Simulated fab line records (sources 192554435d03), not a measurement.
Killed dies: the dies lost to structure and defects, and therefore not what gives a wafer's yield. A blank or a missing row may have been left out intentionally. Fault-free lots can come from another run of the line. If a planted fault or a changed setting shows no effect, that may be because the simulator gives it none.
Which tool is to blame? :: flow n5_finfet :: Sampling: 10 lots, 30 wafers, 6 of 1938 route steps

== WHAT EACH GAUGE READ, for each wafer ==
N5_BEOL_M4_THK_MEAS_01. Usual: M4_ILD_THK typically reads 78.9 nm, with standard deviation 0.96.
lot: L908
measured: day 7 16:47
on: film_metro-01
M4_ILD_THK (nm): 78.4 77.1 78.8
flag: 

lot: L914
measured: day 9 09:47
on: film_metro-01
M4_ILD_THK (nm): 78.9 78.8 80.0
flag: 

lot: L918
measured: day 10 08:07
on: film_metro-02
M4_ILD_THK (nm): 79.1 79.8 79.6
flag: 

lot: L919
measured: day 10 10:48
on: film_metro-02
M4_ILD_THK (nm): 78.5 79.1 79.2
flag: 

lot: L920
measured: day 10 23:35
on: film_metro-02
M4_ILD_THK (nm): 79.4 80.6 80.4
flag: 

lot: L921
measured: day 11 03:23
on: film_metro-01
M4_ILD_THK (nm): 79.5 78.7 79.6
flag: 

lot: L922
measured: day 11 06:29
on: film_metro-01
M4_ILD_THK (nm): 82.2 78.4 79.8
flag: 

lot: L923
measured: day 11 09:19
on: film_metro-01
M4_ILD_THK (nm): 78.3 82.1 78.7
flag: 

lot: L924
measured: day 11 20:05
on: film_metro-02
M4_ILD_THK (nm): 77.3 78.6 78.4
flag: 

lot: L930
measured: day 13 07:36
on: film_metro-01
M4_ILD_THK (nm): 78.6 77.9 79.2
flag: 

N5_BEOL_M4_RC_MEAS_101. Usual: DIBL_N 36.5 mV/V, standard deviation 1.4; DIBL_P 36.6 mV/V, standard deviation 1.6; IOFF_N 0.160 nA/um, standard deviation 0.024; IOFF_P 0.217 nA/um, standard deviation 0.029; ION_N 674 uA/um, standard deviation 8.7; ION_P 464 uA/um, standard deviation 6.5; SS_N 71.6 mV/dec, standard deviation 0.47; SS_P 73.4 mV/dec, standard deviation 0.57; VT_N 250.0 mV, standard deviation 2.5; VT_P -250 mV, standard deviation 3.1.
lot: L908
measured: day 8 06:04
on: prober-02
DIBL_N (mV/V): 34.3 35.2 35.5
DIBL_P (mV/V): 35.8 36.7 36.3
IOFF_N (nA/um): 0.140 0.143 0.152
IOFF_P (nA/um): 0.193 0.203 0.208
ION_N (uA/um): 663 666 671
ION_P (uA/um): 465 461 462
SS_N (mV/dec): 71.6 71.8 71.7
SS_P (mV/dec): 72.8 72.6 73.3
VT_N (mV): 250.5 251.5 249.1
VT_P (mV): -251 -251 -249
flag: 

lot: L914
measured: day 10 00:01
on: prober-01
DIBL_N (mV/V): 38.3 35.9 37.5
DIBL_P (mV/V): 38.1 33.7 36.4
IOFF_N (nA/um): 0.188 0.130 0.166
IOFF_P (nA/um): 0.269 0.193 0.238
ION_N (uA/um): 683 663 663
ION_P (uA/um): 473 467 462
SS_N (mV/dec): 71.7 71.6 72.2
SS_P (mV/dec): 74.7 72.2 73.8
VT_N (mV): 248.0 253.9 250.4
VT_P (mV): -245 -249 -250
flag: 

lot: L918
measured: day 11 02:08
on: prober-02
DIBL_N (mV/V): 39.2 40.3 38.9
DIBL_P (mV/V): 39.4 40.9 39.0
IOFF_N (nA/um): 0.188 0.209 0.170
IOFF_P (nA/um): 0.213 0.247 0.197
ION_N (uA/um): 679 668 674
ION_P (uA/um): 461 456 455
SS_N (mV/dec): 72.3 72.9 72.2
SS_P (mV/dec): 74.0 75.4 74.6
VT_N (mV): 248.0 247.4 250.9
VT_P (mV): -251 -249 -254
flag: 

lot: L919
measured: day 11 04:09
on: prober-01
DIBL_N (mV/V): 35.7 37.9 36.0
DIBL_P (mV/V): 35.4 37.3 35.4
IOFF_N (nA/um): 0.134 0.174 0.140
IOFF_P (nA/um): 0.212 0.239 0.210
ION_N (uA/um): 666 681 675
ION_P (uA/um): 469 465 468
SS_N (mV/dec): 70.7 72.1 71.0
SS_P (mV/dec): 72.5 73.1 72.9
VT_N (mV): 251.2 249.5 249.9
VT_P (mV): -249 -246 -249
flag: 

lot: L920
measured: day 11 17:27
on: prober-01
DIBL_N (mV/V): 36.7 36.7 37.4
DIBL_P (mV/V): 37.3 37.1 37.0
IOFF_N (nA/um): 0.152 0.151 0.160
IOFF_P (nA/um): 0.193 0.202 0.198
ION_N (uA/um): 677 673 665
ION_P (uA/um): 458 455 454
SS_N (mV/dec): 72.3 71.3 71.6
SS_P (mV/dec): 73.5 74.2 73.4
VT_N (mV): 249.6 251.6 251.6
VT_P (mV): -254 -253 -254
flag: 

lot: L921
measured: day 11 20:25
on: prober-02
DIBL_N (mV/V): 36.8 36.1 36.4
DIBL_P (mV/V): 37.4 36.8 36.4
IOFF_N (nA/um): 0.157 0.154 0.155
IOFF_P (nA/um): 0.227 0.219 0.219
ION_N (uA/um): 668 678 678
ION_P (uA/um): 458 468 469
SS_N (mV/dec): 72.0 71.6 70.4
SS_P (mV/dec): 74.0 73.4 73.7
VT_N (mV): 251.6 250.2 251.5
VT_P (mV): -247 -249 -249
flag: 

lot: L922
measured: day 11 23:23
on: prober-01
DIBL_N (mV/V): 39.6 37.6 34.9
DIBL_P (mV/V): 40.9 37.6 34.8
IOFF_N (nA/um): 0.225 0.175 0.131
IOFF_P (nA/um): 0.299 0.239 0.190
ION_N (uA/um): 692 680 664
ION_P (uA/um): 480 467 463
SS_N (mV/dec): 72.1 71.7 70.7
SS_P (mV/dec): 74.3 73.3 73.4
VT_N (mV): 245.3 248.3 250.8
VT_P (mV): -246 -248 -249
flag: 

lot: L923
measured: day 11 23:09
on: prober-02
DIBL_N (mV/V): 35.3 36.2 36.7
DIBL_P (mV/V): 34.9 35.7 36.2
IOFF_N (nA/um): 0.123 0.135 0.145
IOFF_P (nA/um): 0.158 0.168 0.174
ION_N (uA/um): 667 672 664
ION_P (uA/um): 452 452 448
SS_N (mV/dec): 71.6 71.6 71.8
SS_P (mV/dec): 73.2 72.9 72.7
VT_N (mV): 255.3 253.1 252.7
VT_P (mV): -256 -256 -255
flag: 

lot: L924
measured: day 12 06:28
on: prober-02
DIBL_N (mV/V): 35.3 36.1 35.7
DIBL_P (mV/V): 34.2 35.6 35.5
IOFF_N (nA/um): 0.112 0.127 0.127
IOFF_P (nA/um): 0.167 0.185 0.185
ION_N (uA/um): 653 663 666
ION_P (uA/um): 454 462 462
SS_N (mV/dec): 71.0 71.2 71.4
SS_P (mV/dec): 72.3 73.1 73.3
VT_N (mV): 253.4 254.9 253.7
VT_P (mV): -255 -252 -252
flag: 

lot: L930
measured: day 13 16:08
on: prober-02
DIBL_N (mV/V): 37.0 36.4 36.7
DIBL_P (mV/V): 36.3 36.3 36.4
IOFF_N (nA/um): 0.169 0.166 0.173
IOFF_P (nA/um): 0.218 0.213 0.222
ION_N (uA/um): 677 682 680
ION_P (uA/um): 459 464 464
SS_N (mV/dec): 72.2 71.4 72.0
SS_P (mV/dec): 72.9 74.0 73.8
VT_N (mV): 249.2 247.6 247.2
VT_P (mV): -251 -252 -249
flag: 

== TOOL THAT RAN EACH LOT (tool first, then ch and the chambers of the sampled wafers, then the start) ==
lot: L908
N5_BEOL_M3_SPUTTER_48: pvd_sputter-02, day 7 13:50
N5_BEOL_M3_ANNEAL_49: pvd_sputter-02, day 7 13:55
N5_BEOL_M3_ANNEAL_89: pvd_sputter-02, day 7 14:47
N5_BEOL_M4_ILD_DEP_00: pecvd-02 ch 0,1,2, day 7 16:43

lot: L914
N5_BEOL_M3_SPUTTER_48: pvd_sputter-03, day 9 06:49
N5_BEOL_M3_ANNEAL_49: pvd_sputter-03, day 9 06:54
N5_BEOL_M3_ANNEAL_89: pvd_sputter-03, day 9 07:47
N5_BEOL_M4_ILD_DEP_00: pecvd-03 ch 0,2, day 9 09:43

lot: L918
N5_BEOL_M3_SPUTTER_48: pvd_sputter-02, day 10 05:05
N5_BEOL_M3_ANNEAL_49: pvd_sputter-02, day 10 05:10
N5_BEOL_M3_ANNEAL_89: pvd_sputter-02, day 10 06:03
N5_BEOL_M4_ILD_DEP_00: pecvd-03 ch 0,1,2, day 10 08:02

lot: L919
N5_BEOL_M3_SPUTTER_48: pvd_sputter-01, day 10 07:52
N5_BEOL_M3_ANNEAL_49: pvd_sputter-01, day 10 07:56
N5_BEOL_M3_ANNEAL_89: pvd_sputter-01, day 10 08:49
N5_BEOL_M4_ILD_DEP_00: pecvd-03 ch 0,2, day 10 10:44

lot: L920
N5_BEOL_M3_SPUTTER_48: pvd_sputter-03, day 10 20:38
N5_BEOL_M3_ANNEAL_49: pvd_sputter-03, day 10 20:43
N5_BEOL_M3_ANNEAL_89: pvd_sputter-03, day 10 21:36
N5_BEOL_M4_ILD_DEP_00: pecvd-01 ch 0,2, day 10 23:31

lot: L921
N5_BEOL_M3_SPUTTER_48: pvd_sputter-03, day 11 00:26
N5_BEOL_M3_ANNEAL_49: pvd_sputter-03, day 11 00:31
N5_BEOL_M3_ANNEAL_89: pvd_sputter-03, day 11 01:24
N5_BEOL_M4_ILD_DEP_00: pecvd-01 ch 0,2, day 11 03:19

lot: L922
N5_BEOL_M3_SPUTTER_48: pvd_sputter-02, day 11 03:31
N5_BEOL_M3_ANNEAL_49: pvd_sputter-02, day 11 03:35
N5_BEOL_M3_ANNEAL_89: pvd_sputter-02, day 11 04:28
N5_BEOL_M4_ILD_DEP_00: pecvd-03 ch 0,1,2, day 11 06:25

lot: L923
N5_BEOL_M3_SPUTTER_48: pvd_sputter-02, day 11 06:21
N5_BEOL_M3_ANNEAL_49: pvd_sputter-02, day 11 06:26
N5_BEOL_M3_ANNEAL_89: pvd_sputter-02, day 11 07:19
N5_BEOL_M4_ILD_DEP_00: pecvd-03 ch 0,1,2, day 11 09:15

lot: L924
N5_BEOL_M3_SPUTTER_48: pvd_sputter-02, day 11 17:08
N5_BEOL_M3_ANNEAL_49: pvd_sputter-02, day 11 17:13
N5_BEOL_M3_ANNEAL_89: pvd_sputter-02, day 11 18:06
N5_BEOL_M4_ILD_DEP_00: pecvd-02 ch 0,2, day 11 20:01

lot: L930
N5_BEOL_M3_SPUTTER_48: pvd_sputter-02, day 13 04:40
N5_BEOL_M3_ANNEAL_49: pvd_sputter-02, day 13 04:44
N5_BEOL_M3_ANNEAL_89: pvd_sputter-02, day 13 05:37
N5_BEOL_M4_ILD_DEP_00: pecvd-02 ch 0,2, day 13 07:32
- N5_BEOL_M3_SPUTTER_48: material Cu, target thk 4.5 nm, time 8.29 s.
- N5_BEOL_M3_ANNEAL_49: time 240 s.
- N5_BEOL_M3_ANNEAL_89: time 240 s.
- N5_BEOL_M4_ILD_DEP_00: deposits SiOC from DEMS/O2, target thk 79 nm, time 15.3 s.

== AS READ BY THE TOOLS THEMSELVES (means over the sampled wafers that have a number; for cases with no such wafer, the mark the record gives instead) ==
N5_BEOL_M3_SPUTTER_48. Usual: chuck_sensor_temp_C -16.0 C, standard deviation 0.38; throttle_valve_pct 30.3 %, standard deviation 1.2.
lot: L908
tool: pvd_sputter-02
chuck_sensor_temp_C (C): -16.1
throttle_valve_pct (%): 29.8
flag: 

lot: L914
tool: pvd_sputter-03
chuck_sensor_temp_C (C): -16.1
throttle_valve_pct (%): 30.4
flag: 

lot: L918
tool: pvd_sputter-02
chuck_sensor_temp_C (C): -16.0
throttle_valve_pct (%): 29.6
flag: 

lot: L919
tool: pvd_sputter-01
chuck_sensor_temp_C (C): -16.1
throttle_valve_pct (%): 29.9
flag: 

lot: L920
tool: pvd_sputter-03
chuck_sensor_temp_C (C): -15.8
throttle_valve_pct (%): 29.8
flag: 

lot: L921
tool: pvd_sputter-03
chuck_sensor_temp_C (C): -16.1
throttle_valve_pct (%): 30.7
flag: 

lot: L922
tool: pvd_sputter-02
chuck_sensor_temp_C (C): -16.1
throttle_valve_pct (%): 29.7
flag: 

lot: L923
tool: pvd_sputter-02
chuck_sensor_temp_C (C): -16.1
throttle_valve_pct (%): 29.8
flag: 

lot: L924
tool: pvd_sputter-02
chuck_sensor_temp_C (C): -16.1
throttle_valve_pct (%): 30.0
flag: 

lot: L930
tool: pvd_sputter-02
chuck_sensor_temp_C (C): -15.8
throttle_valve_pct (%): 29.7
flag: 

N5_BEOL_M3_ANNEAL_49. Usual: heater_power_w 762 W, standard deviation 77.
lot: L908
tool: pvd_sputter-02
heater_power_w (W): 766
flag: 

lot: L914
tool: pvd_sputter-03
heater_power_w (W): 752
flag: 

lot: L918
tool: pvd_sputter-02
heater_power_w (W): 786
flag: 

lot: L919
tool: pvd_sputter-01
heater_power_w (W): 749
flag: 

lot: L920
tool: pvd_sputter-03
heater_power_w (W): 748
flag: 

lot: L921
tool: pvd_sputter-03
heater_power_w (W): 710
flag: 

lot: L922
tool: pvd_sputter-02
heater_power_w (W): 784
flag: 

lot: L923
tool: pvd_sputter-02
heater_power_w (W): 784
flag: 

lot: L924
tool: pvd_sputter-02
heater_power_w (W): 758
flag: 

lot: L930
tool: pvd_sputter-02
heater_power_w (W): 808
flag: 

N5_BEOL_M3_ANNEAL_89. Usual: heater_power_w 761 W, standard deviation 77.
lot: L908
tool: pvd_sputter-02
heater_power_w (W): 757
flag: 

lot: L914
tool: pvd_sputter-03
heater_power_w (W): 761
flag: 

lot: L918
tool: pvd_sputter-02
heater_power_w (W): 780
flag: 

lot: L919
tool: pvd_sputter-01
heater_power_w (W): 726
flag: 

lot: L920
tool: pvd_sputter-03
heater_power_w (W): 755
flag: 

lot: L921
tool: pvd_sputter-03
heater_power_w (W): 699
flag: 

lot: L922
tool: pvd_sputter-02
heater_power_w (W): 793
flag: 

lot: L923
tool: pvd_sputter-02
heater_power_w (W): 784
flag: 

lot: L924
tool: pvd_sputter-02
heater_power_w (W): 757
flag: 

lot: L930
tool: pvd_sputter-02
heater_power_w (W): 819
flag: 

N5_BEOL_M4_ILD_DEP_00. Usual: heater_power_w 463 W, standard deviation 57; showerhead_plenum_p_Torr 5.692 Torr, standard deviation 0.019; susceptor_temp_C 350.00 C, standard deviation 0.21; throttle_valve_pct 12.1 %, standard deviation 0.6.
lot: L908
tool: pecvd-02
heater_power_w (W): 440
showerhead_plenum_p_Torr (Torr): 5.690
susceptor_temp_C (C): 349.84
throttle_valve_pct (%): 12.2
flag: 

lot: L914
tool: pecvd-03
heater_power_w (W): 535
showerhead_plenum_p_Torr (Torr): 5.697
susceptor_temp_C (C): 349.81
throttle_valve_pct (%): 12.0
flag: 

lot: L918
tool: pecvd-03
heater_power_w (W): 493
showerhead_plenum_p_Torr (Torr): 5.681
susceptor_temp_C (C): 349.94
throttle_valve_pct (%): 12.3
flag: 

lot: L919
tool: pecvd-03
heater_power_w (W): 523
showerhead_plenum_p_Torr (Torr): 5.704
susceptor_temp_C (C): 349.77
throttle_valve_pct (%): 11.8
flag: 

lot: L920
tool: pecvd-01
heater_power_w (W): 410
showerhead_plenum_p_Torr (Torr): 5.680
susceptor_temp_C (C): 350.10
throttle_valve_pct (%): 11.6
flag: 

lot: L921
tool: pecvd-01
heater_power_w (W): 443
showerhead_plenum_p_Torr (Torr): 5.686
susceptor_temp_C (C): 349.83
throttle_valve_pct (%): 11.6
flag: 

lot: L922
tool: pecvd-03
heater_power_w (W): 496
showerhead_plenum_p_Torr (Torr): 5.698
susceptor_temp_C (C): 345.17
throttle_valve_pct (%): 12.2
flag: OFF

lot: L923
tool: pecvd-03
heater_power_w (W): 464
showerhead_plenum_p_Torr (Torr): 5.695
susceptor_temp_C (C): 345.08
throttle_valve_pct (%): 12.2
flag: OFF

lot: L924
tool: pecvd-02
heater_power_w (W): 471
showerhead_plenum_p_Torr (Torr): 5.675
susceptor_temp_C (C): 350.03
throttle_valve_pct (%): 11.8
flag: 

lot: L930
tool: pecvd-02
heater_power_w (W): 474
showerhead_plenum_p_Torr (Torr): 5.677
susceptor_temp_C (C): 350.32
throttle_valve_pct (%): 11.9
flag: 

== THE ANSWER, worked out from the rows above alone ==
Rule: take the mean of a lot's wafers that have a number; if it is more than 3 standard deviations from the usual mean, the lot is off. Also off: a lot with no number at a reading for which 4 or more lots have one. All remaining lots with rows at the step are treated as sound. Order of review: gauges by route order, followed by the tools' own readings, for which a lot's mean as printed above is used. At the first step where some lot is off, the reading lying furthest off is the one used; lots without a number count as furthest.
Off: L922, L923, at N5_BEOL_M4_ILD_DEP_00 (susceptor_temp_C).
A tool fits if, at that step or a process step before it, it ran every lot that is off, and no sound lot after the first of them. One fits: pecvd-03 at N5_BEOL_M4_ILD_DEP_00. Its last sound lot is L919 (day 10 10:44), its first lot that is off L922 (day 11 06:25): a fault that began between those two fits.
On the lots that are off, the tool's own readings at N5_BEOL_M4_ILD_DEP_00 differ by more than 5 times the standard deviation of the sound lots' means, which bears it out; susceptor_temp_C reads 345.12 C there versus 349.95 C on the sound lots.

== WHAT WAS PUT IN BY THE SIMULATOR ==
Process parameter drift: pecvd-03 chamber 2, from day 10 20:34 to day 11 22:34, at N5_BEOL_M4_ILD_DEP_00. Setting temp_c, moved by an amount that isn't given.
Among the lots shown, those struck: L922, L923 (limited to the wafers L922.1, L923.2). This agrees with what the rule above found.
